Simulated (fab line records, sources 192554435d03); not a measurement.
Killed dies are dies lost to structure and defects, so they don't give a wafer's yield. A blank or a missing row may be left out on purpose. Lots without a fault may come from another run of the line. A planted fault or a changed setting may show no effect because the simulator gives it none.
Split-lot experiment | flow n5_finfet | 7 lots, 39 wafers read, on a route of 1938 steps

THE SPLIT
At N5_BEOL_M0_SAQP_ETCH_106 (etches SOC in N2/H2, stops on SiNx, target depth 150 nm), the setting target_depth_a was moved away from the recipe's 1500 angstrom on 9 of the 39 wafers read, by -59.1% to +48.6%. The other wafers ran this setting at the recipe's value.

The reading is taken at the split's own step.

THE READING
SOC_of_BEOL_M0_SAQP_COAT_105.thk_nm (the simulator's own value, which no gauge read), in nm, at N5_BEOL_M0_SAQP_ETCH_106 (etches SOC in N2/H2, stops on SiNx, target depth 150 nm). The file gives no usual value for it. The 30 wafers here that ran the recipe average 23.6 nm, standard deviation 1.7 nm.

wafer  | tool, chamber at the split | target_depth_a as run, angstrom | against the recipe | SOC_of_BEOL_M0_SAQP_COAT_105.thk_nm, nm | against lot-mates on the recipe
L076.1 | rie_diel-03, 1,0,2         | 2229                            | +48.6%             | 0                                       | -24.3
L076.2 | rie_diel-03, 1,0,2         | 2229                            | +48.6%             | 0                                       | -24.3
L076.3 | rie_diel-03, 1,0,2         | 2229                            | +48.6%             | 0                                       | -24.3
L076.4 | rie_diel-03, 3             | 1500                            | recipe             | 25.8                                    | -
L076.5 | rie_diel-03, 2             | 1500                            | recipe             | 21.6                                    | -
L076.6 | rie_diel-03, 3             | 1500                            | recipe             | 25.4                                    | -
L078.1 | rie_diel-03, 1             | 1500                            | recipe             | 21                                      | -
L078.2 | rie_diel-03, 3             | 1500                            | recipe             | 26.4                                    | -
L078.3 | rie_diel-03, 0             | 1500                            | recipe             | 23                                      | -
L078.4 | rie_diel-03, 2             | 1500                            | recipe             | 22.2                                    | -
L078.5 | rie_diel-03, 0             | 1500                            | recipe             | 23.4                                    | -
L078.6 | rie_diel-03, 3             | 1500                            | recipe             | 26.2                                    | -
L083.1 | rie_diel-05, 3             | 1796                            | +19.7%             | 9.2                                     | -13.9
L083.2 | rie_diel-05, 2             | 1500                            | recipe             | 22.8                                    | -
L083.3 | rie_diel-05, 0             | 1796                            | +19.7%             | 11                                      | -12.1
L083.4 | rie_diel-05, 2             | 1500                            | recipe             | 22.4                                    | -
L083.5 | rie_diel-05, 0             | 1796                            | +19.7%             | 11.2                                    | -11.9
L083.6 | rie_diel-05, 3             | 1500                            | recipe             | 24                                      | -
L084.1 | rie_diel-06, 2             | 1500                            | recipe             | 24                                      | -
L084.2 | rie_diel-06, 0             | 613.4                           | -59.1%             | 68                                      | +45.5
L084.3 | rie_diel-06, 1             | 1500                            | recipe             | 21.6                                    | -
L084.4 | rie_diel-06, 3             | 613.4                           | -59.1%             | 69.6                                    | +47.1
L084.5 | rie_diel-06, 2             | 613.4                           | -59.1%             | 68.8                                    | +46.3
L084.6 | rie_diel-06, 1             | 1500                            | recipe             | 22                                      | -
L093.1 | rie_diel-03, 1             | 1500                            | recipe             | 20.8                                    | -
L093.2 | rie_diel-03, 0             | 1500                            | recipe             | 22.4                                    | -
L093.3 | rie_diel-03, 2             | 1500                            | recipe             | 21.2                                    | -
L093.4 | rie_diel-03, 3             | 1500                            | recipe             | 25.8                                    | -
L093.5 | rie_diel-03, 0             | 1500                            | recipe             | 23                                      | -
L093.6 | rie_diel-03, 3             | 1500                            | recipe             | 25.4                                    | -
L094.1 | rie_diel-06, 1             | 1500                            | recipe             | 22.6                                    | -
L094.2 | rie_diel-06, 0             | 1500                            | recipe             | 23.4                                    | -
L094.3 | rie_diel-06, 2             | 1500                            | recipe             | 25                                      | -
L094.4 | rie_diel-06, 3             | 1500                            | recipe             | 26                                      | -
L094.5 | rie_diel-06, 0             | 1500                            | recipe             | 23.2                                    | -
L094.6 | rie_diel-06, 3             | 1500                            | recipe             | 26.4                                    | -
L096.3 | rie_diel-05, 3             | 1500                            | recipe             | 24                                      | -
L096.5 | rie_diel-05, 2             | 1500                            | recipe             | 23                                      | -
L096.6 | rie_diel-05, 3             | 1500                            | recipe             | 24.6                                    | -
Where a row lists several chambers, the file gives one row for several wafers and doesn't say which wafer went through which chamber.

THE FIT
A straight line over all 39 wafers: SOC_of_BEOL_M0_SAQP_COAT_105.thk_nm changes by -0.655 nm for each +1% of target_depth_a; r = -0.98; the points scatter about the line by 3.2 nm.
The same after taking each lot's own level away (the mean of its wafers on the recipe; 39 wafers): -0.668 nm for each +1%; r = -0.98; scatter 3.1 nm.
On that fit, the largest move of target_depth_a shifts the reading by 40 nm.
The lots' own levels span 22.53 to 24.43 nm, that is 1.1 times the standard deviation above.
So the lot-to-lot level changes the slope little: the two slopes agree.
Check: with one of the wafers moved furthest among these (-59.1%) left out of the fit, the line predicts +39.4 nm for it against its lot-mates. It came out at +45.5 nm against them.

OTHER SPLITS ON THESE WAFERS
These wafers also went through other splits before the reading. Each is held against what the fit with the lots' levels taken away leaves over:
other split on the same wafers          | wafers away from the commonest value | r with SOC_of_BEOL_M0_SAQP_COAT_105.thk_nm (lot level and that fit taken away)
N5_FIN_SAQP_SPACER2_ALD_28 target_thk_a | 15                                   | +0.43
N5_SD_EPI_N_ETCH_16 target_depth_a      | 9                                    | -0.19
N5_SDB_ETCH_18 time_s                   | 12                                   | +0.39
N5_MOL_CONTACT_COAG_ALD_133 ald_cycles  | 12                                   | +0.16

THE WHOLE CHAIN: every reading that the file lists as answering this split, in the file's order
step                     | what it does                                            | reading                                                                              | change (the file's fit)                                                          | r (the file's)
N5_BEOL_M0_SAQP_ETCH_106 | etches SOC in N2/H2, stops on SiNx, target depth 150 nm | SOC_of_BEOL_M0_SAQP_COAT_105.thk_nm (the simulator's own value, which no gauge read) | -0.667 nm for each +1% of the setting                                            | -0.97
N5_BEOL_M0_SAQP_ETCH_107 | etches SiNx in CH3F/O2, target depth 30 nm              | SOC_of_BEOL_M0_SAQP_COAT_105.thk_nm (the simulator's own value, which no gauge read) | not straight: 58.07 at the lowest setting, 12.71 at the recipe, 0 at the highest | not given

THE FILE'S OWN FIT
SOC_of_BEOL_M0_SAQP_COAT_105.thk_nm changes by -0.667 nm for each +1% of target_depth_a, r = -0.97.
